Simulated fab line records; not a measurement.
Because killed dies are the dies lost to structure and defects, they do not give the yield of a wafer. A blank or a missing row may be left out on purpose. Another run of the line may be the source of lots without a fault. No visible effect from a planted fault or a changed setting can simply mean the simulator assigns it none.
Chamber matching | flow nand_harc | rie_diel-02 running NHARC_A_BLC_STRIP_29: 4 sister chambers
The step strips in CF4. 4 wafers are shown with their chamber, then 11 later ones without.

== EACH WAFER AND ITS CHAMBER ==
wafer  | chamber | oes_product_au (a.u.)
L089.1 | 3       | 0.985
L089.2 | 0       | 1.020
L089.5 | 1       | 1.014
L091.1 | 2       | 0.976

== WAFERS WHOSE CHAMBER IS MISSING ==
wafer  | oes_product_au (a.u.)
L091.4 | 0.987
L091.6 | 1.023
L094.1 | 1.001
L094.4 | 1.031
L094.6 | 1.015
L096.2 | 1.025
L096.4 | 0.990
L096.5 | 0.984
L097.2 | 0.983
L097.4 | 0.999
L097.6 | 1.019

== THE CHAMBER EACH PASSED THROUGH ==
wafer  | from the rows above               | in truth
L091.4 | can't be placed: 3 or 2           | 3
L091.6 | can't be placed: 0 or 1           | 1
L094.1 | can't be placed: 1 or 3 or 0 or 2 | 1
L094.4 | can't be placed: 0 or 1           | 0
L094.6 | can't be placed: 1 or 0           | 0
L096.2 | can't be placed: 0 or 1           | 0
L096.4 | can't be placed: 3 or 2           | 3
L096.5 | can't be placed: 3 or 2           | 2
L097.2 | can't be placed: 3 or 2           | 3
L097.4 | can't be placed: 3 or 1 or 0 or 2 | 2
L097.6 | can't be placed: 0 or 1           | 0
Correctly placed: 0 of 11. Cannot be placed on the basis of these rows: 11; the candidates contain the true chamber in 11. Placed wrongly: 0.
How it was worked out, from the rows above alone: a wafer's distance from a chamber is the root of the sum, over the readings, of the square of ((its reading less the chamber's mean) divided by the reading's scatter). The wafer belongs to the nearest chamber; if the next one is less than 2 further off, it can't be placed. A chamber's mean is the mean of its shown wafers. The scatter (one wafer shown for each chamber): square how far every hidden wafer sits from the nearest shown wafer, average those squares and take the square root.
